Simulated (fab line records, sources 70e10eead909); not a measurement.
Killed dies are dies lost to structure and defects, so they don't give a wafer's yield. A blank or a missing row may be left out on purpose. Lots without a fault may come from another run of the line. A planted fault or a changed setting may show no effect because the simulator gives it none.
A struck lot beside a sound one | flow nand_harc | 14 steps out of a route of 1159
Sound: wafers L403.2, L403.3, L403.5. Struck: wafer L399.1. (L399.4 of the same lot was not struck and is left out.) The cause comes at the end.
At each step with rows: each side's tool, then ch and its chambers, then its first start. Under that, the readings that differ: sound wafers | struck wafers | difference of the means | sigmas: that difference in standard deviations of wafers without a fault.
alike: readings whose means differ by less than 2 such deviations, and words and numbers that are the same on both sides. not compared: withheld readings, readings that some wafer has no value for, bounds like >300 that may hide the same value, and numbers for which the record gives no deviation and whose values overlap.
The two part at a step that has a row with sigmas, a row that says differs or no value, or rows on one side only. Numbers that don't overlap but have no deviation are shown without sigmas and don't part them. A reading that every wafer of one side lacks parts them only if that side has two wafers or more.

NHARC_A_STAIRCASE_ETCH_221: etches the open film in C4F8/O2, target depth 100 nm, time 40.5 s.
  sound on rie_diel-08 ch 0,1,3; struck on rie_diel-13 ch 1
  alike: oes_product_au, rf_vpp_V
  not compared: rf_hours_counter_h
then, 1 step without rows for these wafers: NHARC_A_STAIRCASE_TRIM_222 (chemistry O2, time 211.2 s).
NHARC_A_STAIRCASE_ETCH_223: etches the open film in C4F8/O2, target depth 100 nm, time 40.5 s.
  sound on rie_diel-08 ch 0,1,2; struck on rie_diel-13 ch 1
  alike: oes_product_au, rf_vpp_V
  not compared: rf_hours_counter_h
then, 1 step without rows for these wafers: NHARC_A_STAIRCASE_TRIM_224 (chemistry O2, time 211.2 s).
NHARC_A_STAIRCASE_ETCH_225: etches the open film in C4F8/O2, target depth 100 nm, time 40.5 s.
  sound on rie_diel-08 ch 0,1,2; struck on rie_diel-13 ch 3
  reading      | sound       | struck | difference | sigmas
  rf_vpp_V (V) | 891 889 887 | 905    | +16        | +3
  alike: oes_product_au
  not compared: rf_hours_counter_h
NHARC_A_STAIRCASE_TRIM_226: chemistry O2, time 211.2 s.
  sound on rie_diel-08 ch 2,3; struck on rie_diel-13 ch 3
  reading                         | sound          | struck | difference | sigmas
  drypump_motor_current_A (A)     | 5.4 5.0 5.0    | 6.2    | +1.1       | +2
  showerhead_plenum_p_Torr (Torr) | 3.29 3.35 3.35 | 3.77   | +0.44      | +3
  alike: o2_flow_sccm, oes_product_au, rf_vpp_V, throttle_valve_pct
  not compared: rf_hours_counter_h
then, 2 steps without rows for these wafers: NHARC_A_STAIRCASE_ETCH_227 (etches the open film in C4F8/O2, target depth 100 nm, time 40.5 s); NHARC_A_STAIRCASE_TRIM_229 (chemistry O2, time 211.2 s).
NHARC_A_STAIRCASE_ETCH_230: etches the open film in C4F8/O2, target depth 100 nm, time 40.5 s.
  sound on rie_diel-08 ch 2,3; struck on rie_diel-13 ch 1
  alike: oes_product_au, rf_vpp_V
  not compared: rf_hours_counter_h
then, 2 steps without rows for these wafers: NHARC_A_STAIRCASE_TRIM_231 (chemistry O2, time 211.2 s); NHARC_A_STAIRCASE_ETCH_232 (etches the open film in C4F8/O2, target depth 100 nm, time 40.5 s).
NHARC_A_STAIRCASE_TRIM_233: chemistry O2, time 211.2 s.
  sound on rie_diel-08 ch 1,2, day 14 12:13; struck on rie_diel-13 ch 0, day 13 08:08
  reading                | sound                | struck | difference | sigmas
  oes_product_au (a.u.)  | 0.988 1.006 0.992    | 1.243  | +0.248     | +17
  throttle_valve_pct (%) | 17.038 17.032 17.037 | 17.005 | -0.031     | -3
  alike: drypump_motor_current_A, o2_flow_sccm, rf_vpp_V, showerhead_plenum_p_Torr
  not compared: rf_hours_counter_h
then, 1 step without rows for these wafers: NHARC_A_STAIRCASE_ETCH_234 (etches the open film in C4F8/O2, target depth 100 nm, time 40.5 s).
-- the record jumps here: 9 days lie between the struck wafers' starts before and after (it left off in module A_STAIRCASE and takes up again in module END, whose first step shown is number 1159 of the route) --
NHARC_END_SORT_01:
  the record has rows for the struck wafers here (prober-02 ch 0, day 22 13:49) and none for the sound ones

WHERE THEY PART
First at NHARC_A_STAIRCASE_ETCH_225; last, within this record, at NHARC_END_SORT_01.

WHY: what the simulator had put in
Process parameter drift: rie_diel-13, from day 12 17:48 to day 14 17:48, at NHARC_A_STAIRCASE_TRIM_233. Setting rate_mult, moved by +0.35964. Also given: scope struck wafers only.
